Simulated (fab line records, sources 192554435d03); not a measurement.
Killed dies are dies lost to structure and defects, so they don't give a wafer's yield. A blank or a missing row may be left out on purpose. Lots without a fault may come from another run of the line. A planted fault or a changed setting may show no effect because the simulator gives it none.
Chamber matching | flow n5_finfet | N5_MIM_BOT_ETCH_STRIP_01 on rie_diel-05: 4 sister chambers
The step strips in O2. 14 wafers are shown with their chamber, then 7 later ones without.

WAFERS WITH THEIR CHAMBER
wafer  | chamber | showerhead_plenum_p_Torr (Torr) | drypump_motor_current_A (A) | throttle_valve_pct (%)
L119.1 | 1       | 1.97                            | 5.5                         | 16.71
L119.2 | 0       | 2.11                            | 4.9                         | 16.35
L119.3 | 2       | 2.17                            | 5.9                         | 16.76
L120.3 | 3       | 2.20                            | 5.7                         | 16.44
L120.4 | 2       | 2.17                            | 5.9                         | 16.76
L120.6 | 2       | 2.17                            | 5.9                         | 16.77
L123.2 | 0       | 2.11                            | 4.9                         | 16.36
L123.4 | 1       | 1.96                            | 5.6                         | 16.75
L123.5 | 0       | 2.11                            | 5.0                         | 16.33
L124.3 | 1       | 1.96                            | 5.5                         | 16.77
L124.4 | 1       | 1.96                            | 5.5                         | 16.72
L124.6 | 0       | 2.11                            | 4.9                         | 16.38
L126.1 | 3       | 2.20                            | 5.7                         | 16.45
L126.2 | 0       | 2.11                            | 4.9                         | 16.36

SIGNATURES (means of the wafers above)
reading                  | chamber 0 | chamber 1 | chamber 2 | chamber 3 | scatter within a chamber
showerhead_plenum_p_Torr | 2.1100    | 1.9625    | 2.1700    | 2.2000    | 0.00274
drypump_motor_current_A  | 4.920     | 5.525     | 5.900     | 5.700     | 0.0394
throttle_valve_pct       | 16.3560   | 16.7375   | 16.7633   | 16.4450   | 0.0193
Rule: a wafer's distance from a chamber is the root of the sum, over the readings, of the square of ((its reading less the chamber's mean) divided by the reading's scatter). The wafer belongs to the nearest chamber; if the next one is less than 2 further off, it can't be placed. The scatter: the root of (the sum of the squares of (reading less its chamber's mean) over the shown wafers, divided by (wafers less chambers)).

WAFERS WITHOUT THEIR CHAMBER
wafer  | showerhead_plenum_p_Torr (Torr) | drypump_motor_current_A (A) | throttle_valve_pct (%)
L126.5 | 2.20                            | 5.7                         | 16.48
L130.2 | 1.96                            | 5.5                         | 16.75
L130.4 | 2.10                            | 4.9                         | 16.40
L130.6 | 2.17                            | 5.9                         | 16.77
L135.2 | 1.96                            | 5.5                         | 16.79
L135.3 | 2.10                            | 5.0                         | 16.39
L135.4 | 1.96                            | 5.5                         | 16.75

WHICH CHAMBER EACH WENT THROUGH
wafer  | from the rows above | in truth
L126.5 | 3                   | 3
L130.2 | 1                   | 1
L130.4 | 0                   | 0
L130.6 | 2                   | 2
L135.2 | 1                   | 1
L135.3 | 0                   | 0
L135.4 | 1                   | 1
Placed correctly: 7 of 7. Can't be placed from these rows: 0. Placed wrongly: 0.
